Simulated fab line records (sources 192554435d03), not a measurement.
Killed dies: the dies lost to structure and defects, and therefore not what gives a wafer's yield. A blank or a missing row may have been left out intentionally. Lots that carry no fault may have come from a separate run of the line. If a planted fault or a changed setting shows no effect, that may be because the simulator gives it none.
Struck lot and sound lot, side by side    flow n5-finfet    15 out of 1938 route steps
Sound: wafers L236.2, L236.4, L236.6. Struck: wafer L231.4. (L231.3 of the same lot was not struck and is left out.) The cause comes at the end.
For every step that has rows: the tool of each side, followed by ch and its chambers, followed by its first start. Under that, the readings that differ: sound wafers    struck wafers    difference of the means    sigmas: that difference in standard deviations of wafers without a fault.
alike: words and numbers the same on both sides, and readings whose means are apart by under 2 such deviations; not compared: readings that were withheld, readings missing a value for some wafer, numbers with overlapping values and no deviation given by the record, and bounds like >300 which may hide the same value.
Wherever a step has rows on one side only, a row that says differs or no value, or a row with sigmas, the two part there. Non-overlapping numbers with no deviation appear without sigmas and do not part them. A reading that every wafer of one side lacks parts them only if that side has two wafers or more.

N5_BEOL_M0_SPUTTER_116: material Cu, target thk 4 nm, time 7.37 s.
  sound on pvd-sputter-03 at day 10 04:35; struck on pvd-sputter-03 at day 8 13:51
  alike: throttle-valve-pct
then, 2 steps without rows for these wafers: N5_BEOL_M0_ANNEAL_117 (time 60 s); N5_BEOL_M0_SPUTTER_132 (material Cu, target thk 4 nm, time 7.37 s).
N5_BEOL_M0_ANNEAL_133: time 60 s.
  sound on pvd-sputter-03 at day 10 04:47; struck on pvd-sputter-03 at day 8 14:03
  alike: heater-power-w
then, 1 step without rows for these wafers: N5_BEOL_M0_SPUTTER_134 (material Cu, target thk 4 nm, time 7.37 s).
N5_BEOL_M0_ANNEAL_135: time 60 s.
  sound on pvd-sputter-03 at day 10 04:55; struck on pvd-sputter-03 at day 8 14:10
  alike: heater-power-w
N5_BEOL_M0_SPUTTER_141: material Cu, target thk 4 nm, time 7.37 s.
  sound on pvd-sputter-03 at day 10 04:57; struck on pvd-sputter-03 at day 8 14:13
  alike: throttle-valve-pct
then, 1 step without rows for these wafers: N5_BEOL_M0_ECD_118 (material Cu, target thk 300 nm).
N5_BEOL_M0_ANNEAL_119: time 90 s.
  sound on rtp-anneal-02 ch 0, day 10 05:17; struck on rtp-anneal-02 ch 0, day 8 14:53
reading           sound                 struck  difference  sigmas
wafer_temp_C_max  225.89 225.52 225.51  226.24  +0.60       +2
  alike: anneal-temp-c, anneal-temp-c-max
then, 2 steps without rows for these wafers: N5_BEOL_M0_CMP_120 (polishes, stops on SiOC, t overpolish 6.9 s); N5_BEOL_M0_PRE_CLEAN_131 (time 15 s).
N5_BEOL_M0_CO_CAP_123: material Co, precursor CCTBA/H2, target thk 2 nm, time 102.1 s.
  sound on cvd-co-01 ch 0,2, day 10 05:55; struck on cvd-co-02 ch 1, day 8 16:24
reading                                     sound              struck  difference  sigmas
run-length-s (s)                            125.0 125.2 125.3  154.8   +29.6       +82
model.Co_of_BEOL_M0_CO_CAP_123.thk-nm (nm)  2.2 2.2 1.8        2.6     +0.5        
  alike: heater-power-w
  not compared: since-wet-clean-h
then, 1 step without rows for these wafers: N5_BEOL_M0_PRE_CLEAN_124 (time 15 s).
-- the record jumps here: 3 days lie between the struck wafers' starts before and after (it left off in module BEOL_M0 and takes up again in module BEOL_M4, whose first step shown is number 1111 of the route) --
N5_BEOL_M4_RC_MEAS_101:
  sound on prober-02 ch 0, day 13 15:07; struck on prober-01 ch 0, day 11 15:54
reading        sound        struck  difference  sigmas
ION_N (uA/um)  669 669 660  692     +26         +2
  alike: DIBL_N, DIBL_P, IOFF_N, IOFF_P, ION_P, SS_N, SS_P, VT_N, VT_P
-- the record jumps here: 4 days lie between the struck wafers' starts before and after (it left off in module BEOL_M4 and takes up again in module PASSIVATION, whose first step shown is number 1936 of the route) --
N5_PASSIVATION_PROBE_49:
  the record has rows for the struck wafers here (prober-02, day 15 23:17) and none for the sound ones

## WHERE THEY PART
First at N5_BEOL_M0_ANNEAL_119; last, within this record, at N5_PASSIVATION_PROBE_49.

WHY: whatever the simulator had introduced
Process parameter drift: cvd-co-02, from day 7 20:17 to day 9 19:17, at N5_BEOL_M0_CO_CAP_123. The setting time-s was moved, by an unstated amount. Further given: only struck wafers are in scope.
